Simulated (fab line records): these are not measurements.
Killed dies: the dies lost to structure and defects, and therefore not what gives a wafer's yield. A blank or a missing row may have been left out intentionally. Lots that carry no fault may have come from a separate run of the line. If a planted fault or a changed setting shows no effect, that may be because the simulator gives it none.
The same fault as seen by 2 desks :: flow nand harc :: every desk sees just its own numbers, and what lay behind them comes last

FOR THE TOOL OWNER'S DESK: cmp-02
The tool's own readings at NHARC_A_M1_CMP_23 (polishes, t overpolish 20 s, target thk 154.34 nm): means of the sampled wafers that have a number, for each lot that ran on this tool. Any lot whose mean is over 4 standard deviations away from the usual mean is out of limits and marked OUT; that distance is given in the brackets.
Columns: A = motor current A at NHARC_A_M1_CMP_23, usual 12.5 A; B = time to endpoint s at NHARC_A_M1_CMP_23, usual 29.2 s
lot: L810
first seen here: day 19 01:22
A: 11.8
B: 33.3

lot: L809
first seen here: day 19 03:28
A: 12.2
B: 31.0

lot: L812
first seen here: day 19 03:47
A: 11.9
B: 28.6

lot: L822
first seen here: day 21 13:54
A: 11.7
B: 15.8 (-6.4) OUT

lot: L820
first seen here: day 22 14:18
A: 11.9
B: 14.9 (-6.8) OUT
Finding of this desk: L820, L822 out of limits; the first was L822 at day 21 13:54, on time to endpoint s at NHARC_A_M1_CMP_23. L810, L809, L812 stayed within limits.

AT THE METROLOGY DESK
Lot by lot, what the gauges showed, no matter which tool ran the lot: averages of those sampled wafers that carry a number. Any lot whose mean is over 4 standard deviations away from the usual mean is out of limits and marked OUT; that distance is given in the brackets.
Columns: A = cd nm at NHARC_A_M1_CD_MEAS_09, usual 120.1 nm; B = thk nm at NHARC_A_M1_THK_MEAS_24, usual 154.6 nm
lot: L810
first seen here: day 18 22:58
A: 120.6
B: 156.0

lot: L809
first seen here: day 19 00:53
A: 119.8
B: 153.4

lot: L813
first seen here: day 19 01:02
A: 119.4
B: 155.8

lot: L812
first seen here: day 19 01:11
A: 120.0
B: 155.6

lot: L822
first seen here: day 21 11:35
A: 120.1
B: 147.6 (-5.4) OUT

lot: L820
first seen here: day 22 12:01
A: 120.6
B: 146.5 (-6.2) OUT

lot: L824
first seen here: day 22 13:25
A: 119.7
B: 154.8

lot: L828
first seen here: day 22 15:13
A: 120.4
B: 154.4

lot: L827
first seen here: day 22 15:30
A: 120.2
B: 155.0

lot: L829
first seen here: day 22 21:08
A: 120.0
B: 152.5

lot: L832
first seen here: day 23 02:16
A: 119.8
B: 155.6

lot: L831
first seen here: day 23 09:53
A: 120.5
B: 154.2
Finding of this desk: L820, L822 out of limits; the first was L822 at day 21 14:11, on thk nm at NHARC_A_M1_THK_MEAS_24. L810, L809, L813, L812, L824, L828, L827, L829, L832, L831 stayed within limits.

TAKEN TOGETHER
On L820, L822, at day 21 13:54, an alarm was possible from the tool owner's desk.
The metrology desk could have raised an alarm at day 21 14:11, on L820, L822.
Every lot named ran NHARC_A_M1_CMP_23 on cmp-02.

WHAT THE SIMULATOR PUT IN
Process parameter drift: cmp-02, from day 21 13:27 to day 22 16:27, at NHARC_A_M1_CMP_23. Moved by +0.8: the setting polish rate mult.
Struck lots among those shown: L820, L822.
Fault start to first reading out of limits, in hours, per desk: tool owner, 0; metrology, 1.
